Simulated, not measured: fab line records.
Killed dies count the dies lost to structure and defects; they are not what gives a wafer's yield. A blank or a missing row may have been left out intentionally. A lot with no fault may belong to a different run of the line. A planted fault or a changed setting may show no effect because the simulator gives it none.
One fault seen from 2 desks    flow n5 finfet    only its own numbers are on each desk; what lay behind them is given at the end

FROM THE METROLOGY DESK
Lot by lot, what the gauges showed, no matter which tool ran the lot: averages of those sampled wafers that carry a number. A lot is out of limits, marked OUT, if its mean lies more than 4 standard deviations from the usual mean; the brackets give that distance.
Columns: A = M10_THK at N5_BEOL_M10_THK_MEAS_53, usual 138.0 nm; B = M10_RS at N5_BEOL_M10_RS_MEAS_57, usual 0.1515 ohm/sq
lot   first seen here  A      B
L722  day 12 06:40     140.1  0.1486
L724  day 12 17:40     141.4  0.1477
L731  day 16 03:39     137.3  0.1536
L734  day 16 07:49     137.9  0.1522
L735  day 17 08:52     136.6  0.1532
L740  day 18 13:24     140.1  0.1512
This desk's verdict: no lot among the 6 shows anything out of limits.

FOR THE TOOL OWNER'S DESK: pecvd-02
The tool's own readings at N5_BEOL_M10_DEP_56 (deposits SiCN from 3MS/NH3, target thk 15 nm, time 26.5 s): means of the sampled wafers that have a number, for each lot that ran on this tool. A lot is out of limits, marked OUT, if its mean lies more than 4 standard deviations from the usual mean; the brackets give that distance.
Columns: A = showerhead plenum p Torr at N5_BEOL_M10_DEP_56, usual 3.663 Torr; B = throttle valve pct at N5_BEOL_M10_DEP_56, usual 9.2 %
lot   first seen here  A      B
L722  day 12 06:44     3.666  9.4
L724  day 12 17:44     3.667  9.6
L731  day 16 03:43     3.673  9.4
L734  day 16 07:53     3.671  9.2
L740  day 18 13:28     3.667  8.9
This desk's verdict: no lot among the 5 shows anything out of limits.

BROUGHT TOGETHER
Metrology desk: nothing out of limits seen.
Nothing out of limits was seen by the tool owner's desk.

WHAT THE SIMULATOR HAD INSERTED
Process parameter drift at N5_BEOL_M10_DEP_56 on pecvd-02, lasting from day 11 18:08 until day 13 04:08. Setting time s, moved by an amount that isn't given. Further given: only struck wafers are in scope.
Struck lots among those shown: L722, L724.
